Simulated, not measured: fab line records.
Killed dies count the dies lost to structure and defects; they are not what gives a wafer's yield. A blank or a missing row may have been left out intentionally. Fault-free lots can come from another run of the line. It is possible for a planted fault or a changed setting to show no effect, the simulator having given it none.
Problem report, 8D (eight disciplines) form, completed by code | flow nand harc | the parts of the form that need people (team, actions taken, sign-off) are left out

== 1. WHAT WENT WRONG ==
run length s at NHARC_A_DECK1_JOINT_ETCHBACK_00 reads a mean of 33.5 s on 3 wafers of 2 lots; wafers without a fault read 38.7 s with a standard deviation of 0.42. That puts it -12 standard deviations away from the usual mean.
The step: etches the open film in HBr, target depth 30 nm, time 17.4 s.
The first sign was on wafer L571.6 at day 17 21:19, on rie si-05. At this step, 39 wafers from 13 lots have a number in the record. The rule behind "out" and "out of limits": a value lying over 4 standard deviations away from the usual mean. The rest of the wafers with a number are treated as sound.

== 2. WHAT IT IS, WHAT IT ISN'T ==
question                    | is                     | is not
which readings at this step | run length s           | drypump motor current A, oes product au, throttle valve pct
which lots                  | L571, L572             | L555, L556, L559, L560, L561, L564, L566, L570, L574, L576, L577
which wafers of those lots  | L571.6, L572.2, L572.6 | L571.1, L571.4, L572.3
read on which tools         | rie si-05              | rie si-03, rie si-04
when                        | from day 17 21:19      | up to then (26 sound wafers); but 10 sound wafers of L572, L574, L576, L577 came after

== 3. THE SUSPECTS, EACH WITH WHAT RULES IT OUT ==
Counting: any tool at a process step up to the reading remains a suspect provided it ran every lot that is out. Sound lots after the first of them don't rule it out here, since some wafers of a struck lot are sound.
- ald hk-01 at NHARC_A_CHANNEL_FILL_D1_ALD_02 (deposits SiO2, target thk 6 nm, pulse time 10 s, ald cycles 60): kept. It processed each lot that is out (first: L571, day 15 10:55); up to then, its last sound lot is L556 (day 9 02:53).
- rie si-05 at NHARC_A_DECK1_JOINT_ETCHBACK_00 (etches the open film in HBr, target depth 30 nm, time 17.4 s): kept. It processed each lot that is out (first: L571, day 17 21:19); up to then, its last sound lot is L564 (day 15 02:36). Its own readings are out on those wafers: run length s.
- rie si-05, NHARC_A_DECK1_JOINT_ETCHBACK_00: wafers that are out in chamber 3, sound lot-mates in chambers 0, 2.
After counting, ald hk-01 at NHARC_A_CHANNEL_FILL_D1_ALD_02 and rie si-05 at NHARC_A_DECK1_JOINT_ETCHBACK_00 remain.

== 4. THE CAUSE (what the simulator had put in) ==
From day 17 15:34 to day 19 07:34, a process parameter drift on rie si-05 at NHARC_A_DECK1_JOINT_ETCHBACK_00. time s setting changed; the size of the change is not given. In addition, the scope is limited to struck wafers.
Counting leaves 2 suspects; this tool is one of them.

== 5. THE CHAIN OF EFFECTS, in route order ==
Rows list readings where the struck wafers' mean (over those with a number) sits beyond 3 standard deviations from the usual. Readings are gone through only where the record gives a usual standard deviation; hours: the median, over the lots, of the time from a lot's start at the first step in this table giving one to that lot's start at this step; sigmas: the change measured in usual standard deviations.
hours | step                            | reading      | usual  | on struck wafers | change | sigmas
0     | NHARC_A_DECK1_JOINT_ETCHBACK_00 | run length s | 38.7 s | 33.5             | -5.2   | -12
Process steps it contains:
- NHARC_A_DECK1_JOINT_ETCHBACK_00: etches the open film in HBr, target depth 30 nm, time 17.4 s.
Later steps that measure or inspect, where all struck wafers having a row at the step show a number for every such reading and not one has moved that far: NHARC_END_SORT_01.

== 6. HOW IT WOULD HAVE BEEN CAUGHT EARLIER ==
The fault began at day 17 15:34; the first out-of-limits reading in this record came at day 17 21:19, 6 hours later.
